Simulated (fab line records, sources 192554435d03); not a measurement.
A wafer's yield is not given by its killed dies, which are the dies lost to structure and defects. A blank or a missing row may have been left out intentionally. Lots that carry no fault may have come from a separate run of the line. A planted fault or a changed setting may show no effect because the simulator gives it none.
Matching of chambers / flow n5 finfet / N5_BEOL_M11_VIA_ETCH_34 on rie diel-03 has 4 sister chambers
The step etches SiCOH lowk in C4F6/O2, target depth 184.5 nm, time 69.2 s. 16 wafers are shown with their chamber, then 8 later ones without.

== WAFERS WITH THEIR CHAMBER ==
wafer=L076.1; chamber=3; throttle valve pct (%)=20.45; showerhead plenum p Torr (Torr)=2.90; oes product au (a.u.)=0.89
wafer=L076.2; chamber=0; throttle valve pct (%)=20.91; showerhead plenum p Torr (Torr)=2.91; oes product au (a.u.)=0.97
wafer=L076.5; chamber=2; throttle valve pct (%)=20.90; showerhead plenum p Torr (Torr)=2.79; oes product au (a.u.)=0.80
wafer=L080.1; chamber=1; throttle valve pct (%)=21.06; showerhead plenum p Torr (Torr)=2.92; oes product au (a.u.)=0.66
wafer=L080.3; chamber=3; throttle valve pct (%)=20.45; showerhead plenum p Torr (Torr)=2.89; oes product au (a.u.)=0.86
wafer=L080.4; chamber=2; throttle valve pct (%)=20.92; showerhead plenum p Torr (Torr)=2.79; oes product au (a.u.)=0.79
wafer=L084.1; chamber=3; throttle valve pct (%)=20.46; showerhead plenum p Torr (Torr)=2.89; oes product au (a.u.)=0.87
wafer=L084.3; chamber=0; throttle valve pct (%)=20.91; showerhead plenum p Torr (Torr)=2.91; oes product au (a.u.)=0.96
wafer=L084.6; chamber=3; throttle valve pct (%)=20.46; showerhead plenum p Torr (Torr)=2.89; oes product au (a.u.)=0.87
wafer=L086.3; chamber=3; throttle valve pct (%)=20.47; showerhead plenum p Torr (Torr)=2.89; oes product au (a.u.)=0.86
wafer=L086.4; chamber=1; throttle valve pct (%)=21.05; showerhead plenum p Torr (Torr)=2.92; oes product au (a.u.)=0.66
wafer=L086.5; chamber=1; throttle valve pct (%)=21.07; showerhead plenum p Torr (Torr)=2.92; oes product au (a.u.)=0.66
wafer=L085.1; chamber=0; throttle valve pct (%)=20.91; showerhead plenum p Torr (Torr)=2.90; oes product au (a.u.)=0.94
wafer=L085.3; chamber=3; throttle valve pct (%)=20.47; showerhead plenum p Torr (Torr)=2.89; oes product au (a.u.)=0.85
wafer=L085.6; chamber=2; throttle valve pct (%)=20.93; showerhead plenum p Torr (Torr)=2.78; oes product au (a.u.)=0.79
wafer=L088.1; chamber=3; throttle valve pct (%)=20.49; showerhead plenum p Torr (Torr)=2.89; oes product au (a.u.)=0.85

SIGNATURES, as means of the wafers listed above
reading=throttle valve pct; chamber 0=20.9100; chamber 1=21.0600; chamber 2=20.9167; chamber 3=20.4643; scatter within a chamber=0.0124
reading=showerhead plenum p Torr; chamber 0=2.9067; chamber 1=2.9200; chamber 2=2.7867; chamber 3=2.8914; scatter within a chamber=0.00427
reading=oes product au; chamber 0=0.9567; chamber 1=0.6600; chamber 2=0.7933; chamber 3=0.8643; scatter within a chamber=0.0119
Rule: for a wafer and a chamber, the distance is found by dividing, reading by reading, the gap between the wafer's reading and the chamber's mean by the reading's scatter, squaring, summing and taking the root. If the next closest chamber is less than 2 further off than the closest, the wafer can't be placed; otherwise it belongs to the closest. The scatter: take each reading less its chamber's mean, square it, sum over the shown wafers, divide by the number of wafers less the number of chambers, and take the root.

== WAFERS WITHOUT THEIR CHAMBER ==
wafer=L088.3; throttle valve pct (%)=20.94; showerhead plenum p Torr (Torr)=2.78; oes product au (a.u.)=0.78
wafer=L088.6; throttle valve pct (%)=20.92; showerhead plenum p Torr (Torr)=2.78; oes product au (a.u.)=0.78
wafer=L091.1; throttle valve pct (%)=21.07; showerhead plenum p Torr (Torr)=2.91; oes product au (a.u.)=0.65
wafer=L091.5; throttle valve pct (%)=20.48; showerhead plenum p Torr (Torr)=2.89; oes product au (a.u.)=0.85
wafer=L091.6; throttle valve pct (%)=20.95; showerhead plenum p Torr (Torr)=2.90; oes product au (a.u.)=0.90
wafer=L097.4; throttle valve pct (%)=20.95; showerhead plenum p Torr (Torr)=2.77; oes product au (a.u.)=0.78
wafer=L097.5; throttle valve pct (%)=20.49; showerhead plenum p Torr (Torr)=2.88; oes product au (a.u.)=0.83
wafer=L097.6; throttle valve pct (%)=20.95; showerhead plenum p Torr (Torr)=2.77; oes product au (a.u.)=0.77

== WHICH CHAMBER EACH WENT THROUGH ==
wafer=L088.3; from the rows above=2; in truth=2
wafer=L088.6; from the rows above=2; in truth=2
wafer=L091.1; from the rows above=1; in truth=1
wafer=L091.5; from the rows above=3; in truth=3
wafer=L091.6; from the rows above=0; in truth=0
wafer=L097.4; from the rows above=2; in truth=2
wafer=L097.5; from the rows above=3; in truth=3
wafer=L097.6; from the rows above=2; in truth=2
Correctly placed: 8 of 8. Can't be placed from these rows: 0. Wrongly placed: 0.
